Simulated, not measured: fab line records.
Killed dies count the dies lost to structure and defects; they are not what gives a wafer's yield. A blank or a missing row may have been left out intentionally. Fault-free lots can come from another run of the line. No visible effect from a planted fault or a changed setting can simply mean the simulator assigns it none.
Split-lot experiment	flow n5_finfet	7 lots, 39 wafers read, on a route of 1938 steps

== THE SPLIT ITSELF ==
At N5_HKMG_FIN_CVD_62 (deposits a-Si from Si2H6, target thk 3 nm, time 20.8 s), the setting target_thk_a was moved away from the recipe's 30 angstrom on 12 of the 39 wafers read, by -11.0% to +13.7%. All remaining wafers had this setting at the recipe value.

The split's own step is where the reading is taken.

== THE READING ==
a-Si_of_HKMG_FIN_CVD_62.thk_nm (the simulator's own value, which no gauge read), in nm, at N5_HKMG_FIN_CVD_62 (deposits a-Si from Si2H6, target thk 3 nm, time 20.8 s). No usual value for it is given in the file. The 27 wafers here that ran the recipe average 3.1 nm, standard deviation 0.12 nm.

wafer	tool, chamber at the split	target_thk_a as run, angstrom	against the recipe	a-Si_of_HKMG_FIN_CVD_62.thk_nm, nm	against lot-mates on the recipe
L075.1	thermal_cvd_si-01, 2,1,1	30	recipe	3.2	-
L075.3	thermal_cvd_si-01, 2,1,1	30	recipe	3.2	-
L075.5	thermal_cvd_si-01, 2,1,1	30	recipe	3.2	-
L075.2	thermal_cvd_si-01, 1,2	26.76	-10.8%	2.8	-0.4
L075.4	thermal_cvd_si-01, 1,2	26.76	-10.8%	2.8	-0.4
L075.6	thermal_cvd_si-01, 2	26.76	-10.8%	3	-0.2
L077.1	thermal_cvd_si-01, 1	34.1	+13.7%	3.6	+0.6
L077.2	thermal_cvd_si-01, 2,2,1	30	recipe	3	-
L077.3	thermal_cvd_si-01, 2,2,1	30	recipe	3	-
L077.5	thermal_cvd_si-01, 2,2,1	30	recipe	3	-
L077.4	thermal_cvd_si-01, 1,2	34.1	+13.7%	3.4	+0.4
L077.6	thermal_cvd_si-01, 1,2	34.1	+13.7%	3.4	+0.4
L080.1	thermal_cvd_si-02, 1,0,2,0,2,1	30	recipe	3	-
L080.2	thermal_cvd_si-02, 1,0,2,0,2,1	30	recipe	3	-
L080.3	thermal_cvd_si-02, 1,0,2,0,2,1	30	recipe	3	-
L080.4	thermal_cvd_si-02, 1,0,2,0,2,1	30	recipe	3	-
L080.5	thermal_cvd_si-02, 1,0,2,0,2,1	30	recipe	3	-
L080.6	thermal_cvd_si-02, 1,0,2,0,2,1	30	recipe	3	-
L088.1	thermal_cvd_si-02, 1,1,0	27.34	-8.9%	3	-0.1
L088.5	thermal_cvd_si-02, 1,1,0	27.34	-8.9%	3	-0.1
L088.6	thermal_cvd_si-02, 1,1,0	27.34	-8.9%	3	-0.1
L088.2	thermal_cvd_si-02, 2,0	30	recipe	3.2	-
L088.3	thermal_cvd_si-02, 2,0	30	recipe	3.2	-
L088.4	thermal_cvd_si-02, 2	30	recipe	3	-
L091.2	thermal_cvd_si-01, 2,0,1	30	recipe	3	-
L091.4	thermal_cvd_si-01, 2,0,1	30	recipe	3	-
L091.6	thermal_cvd_si-01, 2,0,1	30	recipe	3	-
L092.1	thermal_cvd_si-02, 1	30	recipe	2.8	-
L092.6	thermal_cvd_si-02, 1	30	recipe	2.8	-
L092.2	thermal_cvd_si-02, 0	30	recipe	3	-
L092.3	thermal_cvd_si-02, 2,0,2	26.7	-11.0%	2.6	-0.3
L092.4	thermal_cvd_si-02, 2,0,2	26.7	-11.0%	2.6	-0.3
L092.5	thermal_cvd_si-02, 2,0,2	26.7	-11.0%	2.6	-0.3
L094.1	thermal_cvd_si-02, 2	30	recipe	3	-
L094.4	thermal_cvd_si-02, 2	30	recipe	3	-
L094.2	thermal_cvd_si-02, 1,0,1,0	30	recipe	3.2	-
L094.3	thermal_cvd_si-02, 1,0,1,0	30	recipe	3.2	-
L094.5	thermal_cvd_si-02, 1,0,1,0	30	recipe	3.2	-
L094.6	thermal_cvd_si-02, 1,0,1,0	30	recipe	3.2	-
Rows listing several chambers each stand for several wafers; the file does not say which wafer went through which chamber.

FIT RESULTS
A straight line over all 39 wafers: a-Si_of_HKMG_FIN_CVD_62.thk_nm changes by +0.0265 nm for each +1% of target_thk_a; r = +0.79; the points scatter about the line by 0.13 nm.
The same after taking each lot's own level away (the mean of its wafers on the recipe; 39 wafers): +0.0286 nm for each +1%; r = +0.92; scatter 0.077 nm.
According to that fit, moving target_thk_a by its largest amount changes the reading by 0.39 nm.
The span of the lots' own levels, 2.87 to 3.20 nm, comes to 2.9 times the standard deviation stated above.
So the lot-to-lot level blurs the effect unless lot-mates are compared.
Check: +0.365 nm against its lot-mates is what the line predicts for one of the wafers moved furthest among these (+13.7%) when that wafer is left out of the fit. Against them it came out at +0.6 nm.

== THE OTHER SPLITS THESE WAFERS WENT THROUGH ==
Before the reading, these wafers also passed through other splits. Each is held against what the fit with the lots' levels taken away leaves over:
other split on the same wafers	wafers away from the commonest value	r with a-Si_of_HKMG_FIN_CVD_62.thk_nm (lot level and that fit taken away)
N5_DUMMY_GATE_EXPOSE_12 dose_mj	12	+0.36
N5_DUMMY_GATE_ETCH_42 bias_w	15	-0.16

== FILE'S OWN FIT ==
a-Si_of_HKMG_FIN_CVD_62.thk_nm changes by +0.028 nm for each +1% of target_thk_a, r = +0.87.
